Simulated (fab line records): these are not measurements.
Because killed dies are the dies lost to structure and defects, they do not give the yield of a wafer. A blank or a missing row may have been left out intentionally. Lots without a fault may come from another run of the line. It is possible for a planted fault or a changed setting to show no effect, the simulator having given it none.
Matching of chambers / flow n5 finfet / rie diel-06 running N5_BEOL_M14_ETCH_68: 4 sister chambers
The step etches SOC in N2/H2, time 450 s. 4 wafers are shown with their chamber, then 12 later ones without.

## WAFERS WITH THEIR CHAMBER
wafer=L083.2; chamber=3; drypump motor current A (A)=5.1
wafer=L086.1; chamber=1; drypump motor current A (A)=5.6
wafer=L086.3; chamber=2; drypump motor current A (A)=5.6
wafer=L086.4; chamber=0; drypump motor current A (A)=6.4

## WAFERS MISSING THEIR CHAMBER
wafer=L091.2; drypump motor current A (A)=5.6
wafer=L091.3; drypump motor current A (A)=5.1
wafer=L091.5; drypump motor current A (A)=5.6
wafer=L088.3; drypump motor current A (A)=5.6
wafer=L088.5; drypump motor current A (A)=5.6
wafer=L088.6; drypump motor current A (A)=6.5
wafer=L093.3; drypump motor current A (A)=5.1
wafer=L093.4; drypump motor current A (A)=5.6
wafer=L093.5; drypump motor current A (A)=5.1
wafer=L095.1; drypump motor current A (A)=6.4
wafer=L095.3; drypump motor current A (A)=5.6
wafer=L095.4; drypump motor current A (A)=5.6

## THE CHAMBER EACH PASSED THROUGH
wafer=L091.2; from the rows above=can't be placed: 1 or 2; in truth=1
wafer=L091.3; from the rows above=3; in truth=3
wafer=L091.5; from the rows above=can't be placed: 1 or 2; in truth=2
wafer=L088.3; from the rows above=can't be placed: 1 or 2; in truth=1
wafer=L088.5; from the rows above=can't be placed: 1 or 2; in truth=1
wafer=L088.6; from the rows above=0; in truth=0
wafer=L093.3; from the rows above=3; in truth=3
wafer=L093.4; from the rows above=can't be placed: 1 or 2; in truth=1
wafer=L093.5; from the rows above=3; in truth=3
wafer=L095.1; from the rows above=0; in truth=0
wafer=L095.3; from the rows above=can't be placed: 1 or 2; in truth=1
wafer=L095.4; from the rows above=can't be placed: 1 or 2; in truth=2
Correct placement for 5 of the 12. These rows do not allow placing 7 (true chamber among the candidates in 7). Wrongly placed: 0.
How it was worked out, from the rows above alone: a wafer's distance from a chamber is the root of the sum, over the readings, of the square of ((its reading less the chamber's mean) divided by the reading's scatter). If the next closest chamber is less than 2 further off than the closest, the wafer can't be placed; otherwise it belongs to the closest. For every chamber, the mean is computed from those of its wafers that are shown. The scatter (one wafer shown for each chamber): square how far every hidden wafer sits from the nearest shown wafer, average those squares and take the square root.
